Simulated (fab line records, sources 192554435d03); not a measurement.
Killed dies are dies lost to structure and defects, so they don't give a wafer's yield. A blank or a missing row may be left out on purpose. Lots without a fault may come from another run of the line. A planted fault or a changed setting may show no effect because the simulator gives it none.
fab line records | flow n5_finfet
record lots=8 wafers=24 last_day=20
route steps=1938 shown BEOL_M3@992 BEOL_M4@1111 PASSIVATION@1936
lots that met no fault: from a run of the same line without faults
start_h: hours from the record's first day to the start of the lot's first wafer shown | wait_h: hours since the lot's step before | " the same as in the row above | L1.1+2: a row that stands for several wafers | - no value, or no start given | * or withheld: withheld | < > ~ a bound
route shown NAME@n: a module of which the file shows steps, and the number in the route of the first | usual: mean/standard deviation of fault-free wafers | same: alike in all rows | chamber/n: place in a boat | sites: the reading at each site | _std_site: their standard deviation | _edge_site: outer sites' mean less inner sites' | radius_mm: how far each site lies from the wafer's centre | mask NAME#n: copy n | behind: the tool/chamber that last shaped the wafer | hold: why the lot was held/for how many hours/how that ended | device: the transistor (n, p or np) that didn't switch | end of line: the same wafers' tests at the end of the route | a step without rows: its recipe alone | killed: dies lost to structure and defects at the first sort, not the wafer's yield | map: a wafer's dies, x killed, . not, _ none there
set.NAME: the setting as run; set.NAME@STEP: as run at that earlier step | model.NAME: the simulator's own value behind a step, which no gauge read
steps of the route over a sample of lots; a table a step, a row a wafer
services: from which hour (start_h, from the record's first day; less than 0 if before it) a tool's chamber was out of use, for how many hours, and why
## steps
# step N5_BEOL_M3_SURFACE_TREAT_85
# recipe gas=Ar time_s=* ion_energy_ev=* ion_current_ma_cm2=0.5 pressure_mtorr=* ar_flow_sccm=30
# usual throttle_valve_pct=*
# columns lot.wafer tool chamber start_h wait_h throttle_valve_pct
L928.1 pvd_sputter-02 - 173.35 0.2 *
L928.2 " - " " *
L928.5 " - " " *
L933.3 pvd_sputter-03 - 208.34 0.2 *
L933.4 " - " " *
L933.5 " - " " *
L934.2 pvd_sputter-01 - 211.41 0.2 *
L934.3 " - " " *
L934.5 " - " " *
L940.1 pvd_sputter-03 - 263.72 0.2 *
L940.2 " - " " *
L940.5 " - " " *
L943.3 pvd_sputter-03 - 264.00 0.1 *
L943.5 " - " " *
L943.6 " - " " *
L947.2 pvd_sputter-02 - 283.43 0.2 *
L947.3 " - " " *
L947.5 " - " " *
L948.1 pvd_sputter-03 - 303.16 0.2 *
L948.3 " - " " *
L948.5 " - " " *
L949.1 pvd_sputter-02 - 317.49 0.2 *
L949.2 " - " " *
L949.3 " - " " *
# step N5_BEOL_M3_SPUTTER_81
# recipe material=Cu target_thk_a=45 temp_c=-20 chamber_pressure_pa=0.07 power_w=withheld time_s=8.29
# usual throttle_valve_pct=30.2/1
# columns lot.wafer tool chamber start_h wait_h throttle_valve_pct
L928.1 pvd_sputter-02 - 174.01 0.1 29.5
L928.2 " - " " 28.2
L928.5 " - " " 29.6
L933.3 pvd_sputter-02 - 209.13 0.1 29.4
L933.4 " - " " 29.9
L933.5 " - " " 29.9
L934.2 pvd_sputter-02 - 212.11 0.1 28.5
L934.3 " - " " 29.2
L934.5 " - " " 28.2
L940.1 pvd_sputter-03 - 264.48 0.1 30.4
L940.2 " - " " 29.4
L940.5 " - " " 30.4
L943.3 pvd_sputter-01 - 264.75 0.1 31.2
L943.5 " - " " 31.3
L943.6 " - " " 31.1
L947.2 pvd_sputter-03 - 284.27 0.1 29.4
L947.3 " - " " 31.2
L947.5 " - " " 31.2
L948.1 pvd_sputter-01 - 303.82 0.1 31.4
L948.3 " - " " 31.6
L948.5 " - " " 31.5
L949.1 pvd_sputter-03 - 318.66 0.1 29.4
L949.2 " - " " 30.6
L949.3 " - " " 31.1
# step N5_BEOL_M3_SPUTTER_92
# recipe material=Cu target_thk_a=45 temp_c=-20 chamber_pressure_pa=0.07 power_w=withheld time_s=8.29
# usual throttle_valve_pct=30.2/1
# columns lot.wafer tool chamber start_h wait_h throttle_valve_pct
L928.1 pvd_sputter-02 - 174.89 0.1 29.4
L928.2 " - " " 27.9
L928.5 " - " " 29.7
L933.3 pvd_sputter-02 - 210.01 0.1 29.8
L933.4 " - " " 29.9
L933.5 " - " " 29.7
L934.2 pvd_sputter-02 - 212.99 0.1 28.0
L934.3 " - " " 29.3
L934.5 " - " " 28.3
L940.1 pvd_sputter-03 - 265.36 0.1 30.4
L940.2 " - " " 29.3
L940.5 " - " " 30.3
L943.3 pvd_sputter-01 - 265.63 0.1 31.1
L943.5 " - " " 31.2
L943.6 " - " " 30.9
L947.2 pvd_sputter-03 - 285.15 0.1 29.5
L947.3 " - " " 30.7
L947.5 " - " " 31.2
L948.1 pvd_sputter-01 - 304.70 0.1 31.5
L948.3 " - " " 31.7
L948.5 " - " " 31.5
L949.1 pvd_sputter-03 - 346.22 0.1 29.1
L949.2 " - " " 30.4
L949.3 " - " " 30.9
# step N5_BEOL_M3_ANNEAL_51
# recipe temp_c=225 time_s=90 ambient=N2
# usual anneal_temp_c=225.03/0.17 anneal_temp_c_max=226.13/0.26 wafer_temp_C_max=225.91/0.28
# columns lot.wafer tool chamber start_h wait_h anneal_temp_c anneal_temp_c_max wafer_temp_C_max
L928.1 rtp_anneal-01 0 175.53 0.1 225.06 226.33 225.47
L928.2 " 0 " " 224.99 225.93 225.61
L928.5 " 0 " " 224.75 225.82 225.63
L933.3 rtp_anneal-01 0 210.73 0.1 225.16 226.11 225.74
L933.4 " 0 " " 225.16 226.36 225.74
L933.5 " 0 " " 225.25 226.13 225.83
L934.2 rtp_anneal-02 0 213.67 0.1 224.78 225.89 225.63
L934.3 " 0 " " 224.72 226.03 226.15
L934.5 " 0 " " 224.65 225.97 226.88
L940.1 rtp_anneal-01 - 266.00 0.1 - - -
L940.2 " - " " - - -
L940.5 " - " " - - -
L943.3 rtp_anneal-01 - 266.37 0.1 - - -
L943.5 " - " " - - -
L943.6 " - " " - - -
L947.2 rtp_anneal-01 0 285.83 0.1 225.19 226.13 225.78
L947.3 " 0 " " 224.83 225.90 225.64
L947.5 " 0 " " 225.05 225.91 226.01
L948.1 rtp_anneal-01 0 305.34 0.1 225.26 226.53 225.89
L948.3 " 0 " " 225.36 226.27 225.83
L948.5 " 0 " " 225.31 226.10 226.02
L949.1 rtp_anneal-01 0 347.23 0.4 225.25 226.37 225.54
L949.2 " 0 " " 225.25 226.11 225.59
L949.3 " 0 " " 224.96 226.21 225.84
# step N5_BEOL_M3_CMP_52
# recipe stop_on=SiOC t_overpolish_s=6.8 down_force_psi=1 platen_rpm=50 clearing_platen_down_force_psi=1.5 clearing_platen_rpm=50 post_cmp_clean=cu_alkaline target_thk_nm=40 clearing_platen_pad_velocity_m_s=0.99484 pad_velocity_m_s=0.99484
# usual barrier_field_endpoint_s=24.6/0.58 clearing_platen_rpm=49.998/0.024 motor_current_A=6.1/0.48 overpolish_run_s=6.800/0.0092 platen_rpm=50.00/0.032 retaining_ring_pressure_frac=1.000/0.0053 slurry_filter_dp_kPa=13.51/0.14 slurry_flow_ml_min=150.0/0.47 time_to_endpoint_s=62/3
# columns lot.wafer tool chamber start_h wait_h barrier_field_endpoint_s clearing_platen_rpm motor_current_A overpolish_run_s platen_rpm retaining_ring_pressure_frac slurry_filter_dp_kPa slurry_flow_ml_min time_to_endpoint_s
L928.1 cmp-03 0 175.99 0.4 24.8 50.022 6.1 6.802 50.03 0.998 13.62 149.9 65
L928.2 " 2 " " 23.9 50.012 5.2 6.808 49.92 0.996 13.58 150.0 66
L928.5 " 3 " " 24.7 50.006 5.8 6.795 49.99 1.001 13.53 150.2 62
L933.3 cmp-02 1 211.06 0.3 25.8 50.041 6.1 6.787 49.96 0.998 13.59 150.2 68
L933.4 " 3 " " 25.0 49.946 5.7 6.790 49.98 1.001 13.45 150.7 63
L933.5 " 1 " " 25.8 49.995 6.2 6.817 49.97 0.995 13.46 150.0 62
L934.3 cmp-03 2 213.92 0.2 23.8 49.994 5.1 6.797 49.98 0.996 13.28 149.5 60
L934.2 " 3 " " 23.7 50.015 6.2 6.810 49.97 1.007 13.33 149.9 59
L934.5 " 3 " " 24.2 50.016 6.3 6.790 49.96 1.002 13.61 150.0 60
L940.2 cmp-04 3 266.31 0.2 29.3 50.016 5.9 6.800 50.01 1.000 13.54 149.4 81
L940.1 " 2 " " 29.3 50.018 6.5 6.808 50.00 1.002 13.57 150.4 81
L940.5 " 3 " " 29.8 50.003 6.0 6.804 49.98 1.006 13.51 149.5 81
L943.3 cmp-02 0 266.65 0.2 29.2 49.964 5.9 6.781 50.00 0.996 13.36 150.7 81
L943.6 " 2 " " 29.6 50.016 6.1 6.800 49.99 1.000 13.65 150.3 80
L943.5 " 3 " " 29.5 49.993 6.0 6.812 50.07 0.995 13.66 150.4 81
L947.2 cmp-04 1 286.08 0.2 24.7 50.007 5.5 6.809 50.00 1.003 13.64 149.8 58
L947.3 " 3 " " 24.9 49.998 6.0 6.802 49.99 1.000 13.50 149.1 64
L947.5 " 2 " " 25.1 49.999 6.3 6.813 50.02 0.993 13.57 149.7 64
L948.1 cmp-04 0 305.64 0.3 23.9 50.044 7.0 6.796 50.01 1.002 13.39 150.9 62
L948.3 " 1 " " 25.1 49.987 6.1 6.812 49.95 1.000 13.50 150.9 62
L948.5 " 0 " " 25.1 50.011 7.0 6.806 50.01 1.000 13.65 151.3 62
L949.1 cmp-02 2 347.58 0.3 25.2 50.001 6.3 6.784 49.95 0.999 13.63 149.8 63
L949.3 " 3 " " 25.5 49.973 6.0 6.789 50.04 1.008 13.52 150.8 63
L949.2 " 0 " " 25.2 49.979 6.4 6.801 50.07 1.002 13.45 150.0 61
# step N5_BEOL_M3_RS_MEAS_58
# recipe thk_meas_gauge=four-point-probe reads=Co_of_BEOL_M3_CO_CAP_55+Cu_of_BEOL_M3_ECD_50+Co_of_BEOL_M3_CVD_47+TaN_of_BEOL_M3_ALD_84
# usual M3_RS=0.68/0.036
# columns lot.wafer tool chamber start_h wait_h M3_RS[ohm/sq]
L928.1 film_metro-01 - 176.69 0.0 0.68
L928.2 " - " " 0.69
L928.5 " - " " 0.70
L933.3 film_metro-02 - 211.58 0.1 0.68
L933.4 " - " " 0.68
L933.5 " - " " 0.65
L934.2 film_metro-01 - 214.47 0.1 0.70
L934.3 " - " " 0.68
L934.5 " - " " 0.69
L940.1 film_metro-02 - 266.86 0.0 0.85
L940.2 " - " " 0.83
L940.5 " - " " 0.79
L943.3 film_metro-01 - 267.13 0.1 0.84
L943.5 " - " " 0.79
L943.6 " - " " 0.81
L947.2 film_metro-01 - 286.63 0.1 0.74
L947.3 " - " " 0.73
L947.5 " - " " 0.68
L948.1 film_metro-01 - 306.19 0.0 0.72
L948.3 " - " " 0.75
L948.5 " - " " 0.68
L949.1 film_metro-02 - 348.09 0.0 0.64
L949.2 " - " " 0.64
L949.3 " - " " 0.67
# step N5_BEOL_M4_RC_MEAS_101
# usual COMB_M3=6e-11/1.2e-11 COMB_M3_max_site=8.6e-11/2e-11 DIBL_N=36.7/1.8 DIBL_P=37.0/2.4 IOFF_N=0.17/0.036 IOFF_P=0.22/0.042 ION_N=673/12 ION_P=462/8.5 SS_N=71.7/0.62 SS_P=73.4/0.65 VT_N=250/3.7 VT_P=-250/3.7
# columns lot.wafer tool chamber start_h wait_h COMB_M3[S/m] COMB_M3_max_site[S/m] DIBL_N[mV/V] DIBL_P[mV/V] IOFF_N[nA/um] IOFF_P[nA/um] ION_N[uA/um] ION_P[uA/um] SS_N[mV/dec] SS_P[mV/dec] VT_N[mV] VT_P[mV]
L928.1 prober-02 0 195.99 0.0 4.3e-11 6.5e-11 36.8 37.0 0.15 0.20 660 460 72.2 73.1 252 -253
L928.2 " 0 " " 6.5e-11 7.9e-11 36.4 36.0 0.14 0.18 666 460 71.8 73.5 253 -255
L928.5 " 0 " " 5e-11 7.2e-11 38.0 38.4 0.18 0.21 667 457 72.5 73.6 251 -253
L933.3 prober-02 0 224.45 0.3 5.7e-11 7.5e-11 36.2 37.7 0.16 0.22 675 471 71.6 73.5 249 -246
L933.4 " 0 " " 4.6e-11 8.2e-11 33.3 33.2 0.12 0.17 663 460 71.1 72.6 254 -251
L933.5 " 0 " " 5.1e-11 6.1e-11 37.4 38.6 0.18 0.25 677 468 72.3 73.3 248 -248
L934.2 prober-02 0 233.76 0.2 7.7e-11 8.7e-11 41.1 41.2 0.24 0.27 692 467 72.5 73.7 244 -251
L934.3 " 0 " " 6.2e-11 9e-11 38.2 38.3 0.18 0.20 672 456 72.0 73.1 248 -255
L934.5 " 0 " " 4.3e-11 6.5e-11 37.5 37.9 0.17 0.21 670 451 71.7 73.3 247 -251
L940.1 prober-01 0 280.22 0.0 7.4e-11 ~0.0014286 36.7 38.6 0.16 0.23 667 458 71.5 74.3 250 -251
L940.2 " 0 " " 5.5e-11 8.6e-11 35.1 35.9 0.14 0.18 662 453 72.0 74.2 252 -257
L940.5 " 0 " " 6.2e-11 7.1e-11 37.1 38.7 0.19 0.23 691 466 71.7 74.5 245 -253
L943.3 prober-02 0 282.98 0.3 5.4e-11 ~0.0014286 39.3 41.1 0.23 0.29 690 478 71.9 73.8 243 -244
L943.5 " 0 " " ~0.0014286 ~0.0014286 40.1 41.8 0.24 0.32 694 473 72.3 74.4 243 -242
L943.6 " 0 " " ~0.0014286 ~0.0014286 37.9 40.0 0.21 0.28 692 478 72.5 74.2 243 -242
L947.2 prober-02 0 302.50 0.2 5.1e-11 7e-11 38.1 36.4 0.17 0.25 687 471 71.4 73.9 247 -248
L947.3 " 0 " " 6.9e-11 9.4e-11 39.6 38.4 0.20 0.29 671 462 72.5 73.2 250 -247
L947.5 " 0 " " 5.8e-11 7.3e-11 37.0 35.7 0.15 0.23 683 470 70.7 73.3 249 -248
L948.1 prober-02 0 330.73 0.0 5.2e-11 6.2e-11 37.6 38.4 0.18 0.24 684 467 72.0 72.7 248 -250
L948.3 " 0 " " 5e-11 8.8e-11 36.9 37.5 0.16 0.22 671 460 71.8 73.1 249 -254
L948.5 " 0 " " 6e-11 8e-11 36.6 37.7 0.16 0.23 676 469 71.8 73.9 249 -251
L949.1 prober-01 0 355.73 0.0 5.8e-11 8.1e-11 36.6 36.4 0.15 0.19 669 454 71.8 72.8 251 -252
L949.2 " 0 " " 6.9e-11 8.2e-11 36.8 35.9 0.16 0.20 682 464 71.9 73.6 248 -253
L949.3 " 0 " " 5.6e-11 7.1e-11 35.9 35.0 0.14 0.18 670 455 71.6 73.4 251 -254
# sites COMB_M3 radius_mm=0,75,75,75,75,140,140,140,140
L928.1 4.2e-11 4.3e-11 4.8e-11 4e-11 3.1e-11 4.3e-11 6.5e-11 6.4e-11 6.5e-11
L933.3 4.9e-11 7e-11 5.7e-11 3.5e-11 5.6e-11 6.6e-11 7.5e-11 5.7e-11 6.4e-11
L934.2 8.5e-11 8.7e-11 7.2e-11 7.8e-11 5.8e-11 7.7e-11 6.9e-11 8.3e-11 6.2e-11
L947.2 5.4e-11 5.5e-11 4.3e-11 4.3e-11 4.6e-11 4.6e-11 7e-11 5.5e-11 5.1e-11
L948.1 6.2e-11 5.9e-11 4.5e-11 4.5e-11 4.3e-11 6e-11 5.8e-11 4.7e-11 5.2e-11
L949.1 6.2e-11 4.1e-11 6.5e-11 4e-11 8.1e-11 5.8e-11 7.9e-11 4.3e-11 5.8e-11
# step N5_PASSIVATION_PROBE_49
# usual defect_limited_yield=91.1/1.4 killed_at_M0_to_M3=32/9.3 killed_at_M4_up=13/5.8 killed_at_contacts=12/6.3 killed_at_front_end=44/12 killed_at_other=3.6/2.7 killed_dies=104/17 killed_on_rim=14/3.9 killed_open=69/13 killed_short=34/6.9 sort_bin_5_function=5.2/0.98 sort_bin_6_memory=3.3/0.59 sort_bin_8_speed=0.01/0.039 sort_n_pass=1075/17
# same gross_dies=1180 killed_at_back_side=0 sort_bin_4_leakage[%]=0
# columns lot.wafer tool chamber start_h wait_h defect_limited_yield[%] killed_at_M0_to_M3 killed_at_M4_up killed_at_contacts killed_at_front_end killed_at_other killed_dies killed_on_rim killed_open killed_short sort_bin_5_function[%] sort_bin_6_memory[%] sort_bin_8_speed[%] sort_n_pass
L940.1 prober-01 - 387.06 0.0 50.6 502 27 14 34 6 583 152 71 36 5.1 3.8 0 597
L940.2 prober-01 - 387.11 0.1 74.7 218 19 16 46 0 299 11 61 43 5.3 3.0 0 881
L940.5 prober-01 - 387.26 0.2 89.3 51 19 5 46 5 126 15 70 56 5.6 4.6 0 1054
L943.3 prober-01 - 398.27 0.1 53.4 481 9 11 47 2 550 152 69 27 4.9 3.1 0 630
L943.5 prober-01 - 398.37 0.2 41.3 615 6 26 44 2 693 15 77 39 5.5 4.2 0 487
L943.6 prober-01 - 398.42 0.3 54.8 461 13 14 44 1 533 152 63 32 4.7 3.0 0 647
# killed by level:class
L940.1 BEOL_M3:area_cmp=476 BEOL_M4:geometric_particle:open=12 GATE_CUT:geometric_particle:short=10 MOL_CONTACT_COAG:geometric_particle:open=10 BEOL_M1:geometric_particle:open=8 BEOL_M0_SAQP:geometric_particle:short=5 STARTING-WAFER:geometric_particle:open=5 FIN_SAQP:geometric_particle:open=4
L940.2 BEOL_M3:area_cmp=195 FIN_SAQP:geometric_particle:short=13 MOL_CONTACT_COAG:geometric_particle:open=12 FIN_SAQP:geometric_particle:open=8 BEOL_M0_SAQP:geometric_particle:short=7 DUMMY_GATE:geometric_particle:open=6 BEOL_M4:geometric_particle:open=6 BEOL_M1:geometric_particle:open=5
L940.5 BEOL_M0_SAQP:geometric_particle:short=14 BEOL_M0_SAQP:geometric_particle:open=13 BEOL_M1:geometric_particle:open=8 BEOL_M4:geometric_particle:short=7 FIN_SAQP:geometric_particle:open=6 STI_FIN_REVEAL:geometric_particle:open=6 BEOL_M0:geometric_particle:open=5 FIN_SAQP:geometric_particle:short=4
L943.3 BEOL_M3:area_cmp=454 FIN_SAQP:geometric_particle:open=16 BEOL_M1:geometric_particle:open=11 MOL_CONTACT_COAG:geometric_particle:open=11 FIN_SAQP:geometric_particle:short=8 BEOL_M3:geometric_particle:open=8 STI_FIN_REVEAL:geometric_particle:open=5 BEOL_M0_SAQP:geometric_particle:open=4
L943.5 BEOL_M3:area_cmp=576 MOL_CONTACT_COAG:geometric_particle:open=21 BEOL_M1:geometric_particle:open=10 GATE_CUT:geometric_particle:short=8 FIN_SAQP:geometric_particle:open=7 BEOL_M3:geometric_particle:open=7 BEOL_M0_SAQP:geometric_particle:short=7 SPACER0:geometric_particle:open=6
L943.6 BEOL_M3:area_cmp=437 FIN_SAQP:geometric_particle:open=13 MOL_CONTACT_COAG:geometric_particle:open=10 FIN_SAQP:geometric_particle:short=7 GATE_CUT:geometric_particle:short=6 BEOL_M0_SAQP:geometric_particle:open=5 BEOL_M4:geometric_particle:open=5 STI_FIN_REVEAL:geometric_particle:open=4
## services
# columns tool chamber start_h hours kind
cmp-02 - 150.48 1.0 repair
cmp-03 - 185.38 1.5 repair
cmp-03 - 190.72 0.2 repair
cmp-03 - 210.84 0.7 repair
rtp_anneal-01 - 213.20 3.0 pm
cmp-03 - 224.37 63.0 repair
cmp-02 - 224.86 4.0 pm
cmp-02 - 228.86 - consumable_replace:conditioner
cmp-02 - 228.86 - consumable_replace:pad
cmp-02 - 287.83 1.1 repair
cmp-04 - 290.14 1.1 repair
cmp-02 - 297.46 1.7 repair
pvd_sputter-02 - 301.83 7.9 repair
cmp-02 - 304.38 24.4 pm
cmp-02 - 342.36 1.7 repair
## key
first_sign step=N5_BEOL_M3_ANNEAL_51 reading=tool_record direction=missing
effect step=N5_BEOL_M3_CMP_52 reading=barrier_field_endpoint_s direction=up sigmas=8.3 usual=24.6 struck=29.4
effect step=N5_BEOL_M3_RS_MEAS_58 reading=M3_RS direction=up sigmas=3.7 usual=0.68 struck=0.82
effect step=N5_BEOL_M4_RC_MEAS_101 reading=COMB_M3 direction=up sigmas=99+ usual=6e-11 struck=~0.00047619 wafers_moved=2
effect step=N5_BEOL_M4_RC_MEAS_101 reading=COMB_M3_max_site direction=up sigmas=99+ usual=8.6e-11 struck=~0.00095238 wafers_moved=4
effect step=N5_PASSIVATION_PROBE_49 reading=killed_at_M0_to_M3 direction=up sigmas=38 usual=32 struck=388 wafers_moved=5
more_kills_born_at N5_BEOL_M3_CMP_52@cmp-02=1467 N5_BEOL_M3_CMP_52@cmp-04=671
met_at N5_BEOL_M3_ANNEAL_51
struck_lots L940,L943
not_acting_at N5_BEOL_M3_SURFACE_TREAT_85,N5_BEOL_M3_SPUTTER_81,N5_BEOL_M3_SPUTTER_92
onset_between 210.73 266.00
fault kind=skipped_step_whole tool=rtp_anneal-01 chamber=- onset_h=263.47 steps=N5_BEOL_M3_ANNEAL_51 scope=struck_lots_only
